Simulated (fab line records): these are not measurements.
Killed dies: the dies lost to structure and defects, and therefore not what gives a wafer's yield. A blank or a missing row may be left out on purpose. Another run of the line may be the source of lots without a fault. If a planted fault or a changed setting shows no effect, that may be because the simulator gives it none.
Matching of chambers	flow n5Finfet	rieDiel-01 running N5_FIN_SAQP_ETCH_52: 4 sister chambers
The step etches SOC in N2/H2, target depth 100 nm, overetch 20 nm, time 150 s. 4 wafers are shown with their chamber, then 12 later ones without.

== EACH WAFER AND ITS CHAMBER ==
wafer	chamber	showerheadPlenumPTorr (Torr)
L086.1	1	2.40
L087.6	2	2.63
L088.4	3	2.57
L088.6	0	2.62

== WAFERS MISSING THEIR CHAMBER ==
wafer	showerheadPlenumPTorr (Torr)
L089.1	2.62
L089.4	2.39
L089.6	2.57
L090.2	2.39
L090.3	2.62
L090.4	2.57
L094.2	2.71
L094.4	2.56
L094.5	2.56
L096.3	2.61
L096.4	2.61
L096.6	2.61

== WHICH CHAMBER EACH ONE RAN IN ==
wafer	from the rows above	in truth
L089.1	can't be placed: 0 or 2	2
L089.4	1	1
L089.6	3	3
L090.2	1	1
L090.3	can't be placed: 0 or 2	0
L090.4	3	3
L094.2	can't be placed: 2 or 0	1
L094.4	3	3
L094.5	3	3
L096.3	can't be placed: 0 or 2 or 3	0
L096.4	can't be placed: 0 or 2 or 3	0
L096.6	can't be placed: 0 or 2 or 3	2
Correctly placed: 6 of 12. These rows do not allow placing 6 (true chamber among the candidates in 5). Number placed wrongly: 0.
How it was worked out, from the rows above alone: a wafer's distance from a chamber is the root of the sum, over the readings, of the square of ((its reading less the chamber's mean) divided by the reading's scatter). If the next closest chamber is less than 2 further off than the closest, the wafer can't be placed; otherwise it belongs to the closest. A chamber's mean is the mean of its shown wafers. The scatter: root of mean squared gap, hidden wafer to nearest shown wafer, with one shown wafer a chamber.
